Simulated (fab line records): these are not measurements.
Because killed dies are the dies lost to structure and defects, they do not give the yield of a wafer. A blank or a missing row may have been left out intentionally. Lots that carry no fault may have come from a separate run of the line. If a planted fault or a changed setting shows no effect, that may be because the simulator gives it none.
Chamber matching :: flow nand harc :: 4 sister chambers for NHARC_A_CHANNEL_HOLE_D1_ETCH_38 on rie diel-12
The step etches the open film in CF4, target depth 39 nm, time 65 s. 42 wafers are shown with their chamber, then 12 later ones without.

## WAFERS PAIRED WITH THEIR CHAMBERS
wafer: L075.3
chamber: 0
showerhead plenum p Torr (Torr): 1.72
drypump motor current A (A): 6.8
rf vpp V (V): 149.4

wafer: L075.5
chamber: 2
showerhead plenum p Torr (Torr): 1.77
drypump motor current A (A): 5.7
rf vpp V (V): 150.5

wafer: L075.6
chamber: 1
showerhead plenum p Torr (Torr): 1.87
drypump motor current A (A): 6.4
rf vpp V (V): 152.4

wafer: L078.4
chamber: 1
showerhead plenum p Torr (Torr): 1.87
drypump motor current A (A): 6.4
rf vpp V (V): 152.8

wafer: L078.5
chamber: 0
showerhead plenum p Torr (Torr): 1.72
drypump motor current A (A): 6.8
rf vpp V (V): 151.1

wafer: L078.6
chamber: 1
showerhead plenum p Torr (Torr): 1.87
drypump motor current A (A): 6.4
rf vpp V (V): 151.8

wafer: L077.2
chamber: 2
showerhead plenum p Torr (Torr): 1.77
drypump motor current A (A): 5.7
rf vpp V (V): 151.6

wafer: L077.3
chamber: 1
showerhead plenum p Torr (Torr): 1.87
drypump motor current A (A): 6.4
rf vpp V (V): 152.7

wafer: L077.5
chamber: 3
showerhead plenum p Torr (Torr): 1.75
drypump motor current A (A): 6.0
rf vpp V (V): 149.8

wafer: L079.1
chamber: 0
showerhead plenum p Torr (Torr): 1.72
drypump motor current A (A): 6.8
rf vpp V (V): 150.6

wafer: L079.2
chamber: 1
showerhead plenum p Torr (Torr): 1.87
drypump motor current A (A): 6.4
rf vpp V (V): 150.6

wafer: L079.4
chamber: 3
showerhead plenum p Torr (Torr): 1.75
drypump motor current A (A): 5.9
rf vpp V (V): 152.5

wafer: L080.1
chamber: 3
showerhead plenum p Torr (Torr): 1.75
drypump motor current A (A): 6.0
rf vpp V (V): 151.3

wafer: L080.3
chamber: 1
showerhead plenum p Torr (Torr): 1.87
drypump motor current A (A): 6.4
rf vpp V (V): 151.1

wafer: L080.5
chamber: 2
showerhead plenum p Torr (Torr): 1.77
drypump motor current A (A): 5.7
rf vpp V (V): 151.3

wafer: L081.1
chamber: 0
showerhead plenum p Torr (Torr): 1.72
drypump motor current A (A): 6.8
rf vpp V (V): 151.7

wafer: L081.2
chamber: 2
showerhead plenum p Torr (Torr): 1.77
drypump motor current A (A): 5.7
rf vpp V (V): 152.0

wafer: L081.3
chamber: 3
showerhead plenum p Torr (Torr): 1.75
drypump motor current A (A): 6.0
rf vpp V (V): 152.1

wafer: L082.1
chamber: 3
showerhead plenum p Torr (Torr): 1.75
drypump motor current A (A): 5.9
rf vpp V (V): 150.4

wafer: L082.3
chamber: 1
showerhead plenum p Torr (Torr): 1.87
drypump motor current A (A): 6.4
rf vpp V (V): 152.7

wafer: L082.5
chamber: 0
showerhead plenum p Torr (Torr): 1.72
drypump motor current A (A): 6.8
rf vpp V (V): 150.3

wafer: L083.2
chamber: 2
showerhead plenum p Torr (Torr): 1.77
drypump motor current A (A): 5.7
rf vpp V (V): 151.5

wafer: L083.5
chamber: 3
showerhead plenum p Torr (Torr): 1.75
drypump motor current A (A): 5.9
rf vpp V (V): 151.0

wafer: L083.6
chamber: 0
showerhead plenum p Torr (Torr): 1.72
drypump motor current A (A): 6.8
rf vpp V (V): 149.9

wafer: L084.3
chamber: 3
showerhead plenum p Torr (Torr): 1.75
drypump motor current A (A): 6.0
rf vpp V (V): 151.0

wafer: L084.4
chamber: 1
showerhead plenum p Torr (Torr): 1.86
drypump motor current A (A): 6.4
rf vpp V (V): 151.5

wafer: L084.5
chamber: 2
showerhead plenum p Torr (Torr): 1.77
drypump motor current A (A): 5.7
rf vpp V (V): 150.5

wafer: L085.3
chamber: 2
showerhead plenum p Torr (Torr): 1.77
drypump motor current A (A): 5.7
rf vpp V (V): 151.3

wafer: L085.4
chamber: 0
showerhead plenum p Torr (Torr): 1.72
drypump motor current A (A): 6.8
rf vpp V (V): 150.5

wafer: L085.5
chamber: 2
showerhead plenum p Torr (Torr): 1.77
drypump motor current A (A): 5.7
rf vpp V (V): 151.2

wafer: L087.1
chamber: 3
showerhead plenum p Torr (Torr): 1.75
drypump motor current A (A): 5.9
rf vpp V (V): 151.6

wafer: L087.2
chamber: 2
showerhead plenum p Torr (Torr): 1.77
drypump motor current A (A): 5.7
rf vpp V (V): 153.3

wafer: L087.4
chamber: 0
showerhead plenum p Torr (Torr): 1.72
drypump motor current A (A): 6.8
rf vpp V (V): 149.5

wafer: L088.3
chamber: 3
showerhead plenum p Torr (Torr): 1.75
drypump motor current A (A): 6.0
rf vpp V (V): 150.5

wafer: L088.4
chamber: 2
showerhead plenum p Torr (Torr): 1.77
drypump motor current A (A): 5.7
rf vpp V (V): 150.7

wafer: L088.6
chamber: 1
showerhead plenum p Torr (Torr): 1.86
drypump motor current A (A): 6.4
rf vpp V (V): 150.5

wafer: L090.1
chamber: 0
showerhead plenum p Torr (Torr): 1.72
drypump motor current A (A): 6.8
rf vpp V (V): 150.3

wafer: L090.2
chamber: 1
showerhead plenum p Torr (Torr): 1.86
drypump motor current A (A): 6.4
rf vpp V (V): 152.9

wafer: L090.3
chamber: 3
showerhead plenum p Torr (Torr): 1.75
drypump motor current A (A): 6.0
rf vpp V (V): 149.8

wafer: L091.1
chamber: 1
showerhead plenum p Torr (Torr): 1.86
drypump motor current A (A): 6.4
rf vpp V (V): 152.6

wafer: L091.2
chamber: 0
showerhead plenum p Torr (Torr): 1.72
drypump motor current A (A): 6.8
rf vpp V (V): 151.0

wafer: L091.3
chamber: 3
showerhead plenum p Torr (Torr): 1.75
drypump motor current A (A): 6.0
rf vpp V (V): 150.5

SIGNATURES, as means of the wafers listed above
reading: showerhead plenum p Torr
chamber 0: 1.7200
chamber 1: 1.8664
chamber 2: 1.7700
chamber 3: 1.7500
scatter within a chamber: 0.00259

reading: drypump motor current A
chamber 0: 6.800
chamber 1: 6.400
chamber 2: 5.700
chamber 3: 5.964
scatter within a chamber: 0.0259

reading: rf vpp V
chamber 0: 150.430
chamber 1: 151.964
chamber 2: 151.390
chamber 3: 150.955
scatter within a chamber: 0.839
Rule: for a wafer and a chamber, the distance is found by dividing, reading by reading, the gap between the wafer's reading and the chamber's mean by the reading's scatter, squaring, summing and taking the root. The wafer belongs to the nearest chamber; if the next one is less than 2 further off, it can't be placed. The scatter: take each reading less its chamber's mean, square it, sum over the shown wafers, divide by the number of wafers less the number of chambers, and take the root.

## WAFERS WITH NO CHAMBER GIVEN
wafer: L092.1
showerhead plenum p Torr (Torr): 1.72
drypump motor current A (A): 6.8
rf vpp V (V): 151.8

wafer: L092.2
showerhead plenum p Torr (Torr): 1.86
drypump motor current A (A): 6.4
rf vpp V (V): 152.6

wafer: L092.5
showerhead plenum p Torr (Torr): 1.72
drypump motor current A (A): 6.8
rf vpp V (V): 151.1

wafer: L093.1
showerhead plenum p Torr (Torr): 1.72
drypump motor current A (A): 6.8
rf vpp V (V): 150.4

wafer: L093.2
showerhead plenum p Torr (Torr): 1.86
drypump motor current A (A): 6.4
rf vpp V (V): 152.6

wafer: L093.5
showerhead plenum p Torr (Torr): 1.77
drypump motor current A (A): 5.7
rf vpp V (V): 151.7

wafer: L095.1
showerhead plenum p Torr (Torr): 1.86
drypump motor current A (A): 6.4
rf vpp V (V): 152.6

wafer: L095.2
showerhead plenum p Torr (Torr): 1.72
drypump motor current A (A): 6.8
rf vpp V (V): 150.9

wafer: L095.3
showerhead plenum p Torr (Torr): 1.77
drypump motor current A (A): 5.7
rf vpp V (V): 153.1

wafer: L097.2
showerhead plenum p Torr (Torr): 1.75
drypump motor current A (A): 6.0
rf vpp V (V): 153.1

wafer: L097.5
showerhead plenum p Torr (Torr): 1.86
drypump motor current A (A): 6.4
rf vpp V (V): 152.2

wafer: L097.6
showerhead plenum p Torr (Torr): 1.72
drypump motor current A (A): 6.8
rf vpp V (V): 150.5

## THE CHAMBER EACH PASSED THROUGH
wafer: L092.1
from the rows above: 0
in truth: 0

wafer: L092.2
from the rows above: 1
in truth: 1

wafer: L092.5
from the rows above: 0
in truth: 0

wafer: L093.1
from the rows above: 0
in truth: 0

wafer: L093.2
from the rows above: 1
in truth: 1

wafer: L093.5
from the rows above: 2
in truth: 2

wafer: L095.1
from the rows above: 1
in truth: 1

wafer: L095.2
from the rows above: 0
in truth: 0

wafer: L095.3
from the rows above: 2
in truth: 2

wafer: L097.2
from the rows above: 3
in truth: 3

wafer: L097.5
from the rows above: 1
in truth: 1

wafer: L097.6
from the rows above: 0
in truth: 0
12 of 12 placed correctly. Can't be placed from these rows: 0. Placed wrongly: 0.
